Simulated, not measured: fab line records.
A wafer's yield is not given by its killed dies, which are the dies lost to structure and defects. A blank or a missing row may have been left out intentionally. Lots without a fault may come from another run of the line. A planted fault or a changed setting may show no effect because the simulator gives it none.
Matching of chambers | flow nandHarc | cmp-01 running NHARC_A_WL_FILL_CMP_12: 4 sister chambers
The step polishes, t overpolish 30 s, target thk 100 nm. 8 wafers are shown with their chamber, then 10 later ones without.

## EACH WAFER AND ITS CHAMBER
wafer  | chamber | motorCurrentA (A) | timeToEndpointS (s)
L074.2 | 1       | 13.2              | 21.7
L084.4 | 3       | 11.7              | 17.0
L085.2 | 2       | 11.2              | 20.7
L087.3 | 0       | 11.2              | 16.9
L087.5 | 0       | 12.0              | 18.7
L087.6 | 1       | 11.9              | 17.6
L091.2 | 3       | 11.8              | 18.0
L091.4 | 2       | 11.1              | 19.7

## WAFERS WHOSE CHAMBER IS MISSING
wafer  | motorCurrentA (A) | timeToEndpointS (s)
L091.5 | 12.3              | 18.8
L092.2 | 11.3              | 17.9
L092.5 | 12.0              | 18.7
L092.6 | 12.1              | 19.1
L095.2 | 10.4              | 22.0
L095.3 | 12.7              | 18.9
L095.6 | 11.2              | 20.9
L096.2 | 11.2              | 20.5
L096.3 | 11.7              | 20.1
L096.5 | 12.9              | 20.4

## WHICH CHAMBER EACH WENT THROUGH
wafer  | from the rows above               | in truth
L091.5 | can't be placed: 1 or 3 or 0 or 2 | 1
L092.2 | can't be placed: 0 or 3 or 2 or 1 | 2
L092.5 | can't be placed: 3 or 0 or 1 or 2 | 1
L092.6 | can't be placed: 1 or 3 or 0 or 2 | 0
L095.2 | can't be placed: 2 or 0 or 3      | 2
L095.3 | can't be placed: 1 or 3 or 0      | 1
L095.6 | can't be placed: 2 or 0 or 3      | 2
L096.2 | can't be placed: 2 or 0 or 3      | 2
L096.3 | can't be placed: 2 or 0 or 3 or 1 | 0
L096.5 | can't be placed: 1 or 3           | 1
0 of 10 placed correctly. Unplaceable from these rows: 10, with the true chamber sitting among the candidates in 10. Wrongly placed: 0.
How it was worked out, from the rows above alone: a wafer's distance from a chamber is the root of the sum, over the readings, of the square of ((its reading less the chamber's mean) divided by the reading's scatter). The wafer belongs to the nearest chamber; if the next one is less than 2 further off, it can't be placed. Each chamber's mean is taken over the wafers shown for it. The scatter: take each reading less its chamber's mean, square it, sum over the shown wafers, divide by the number of wafers less the number of chambers, and take the root.
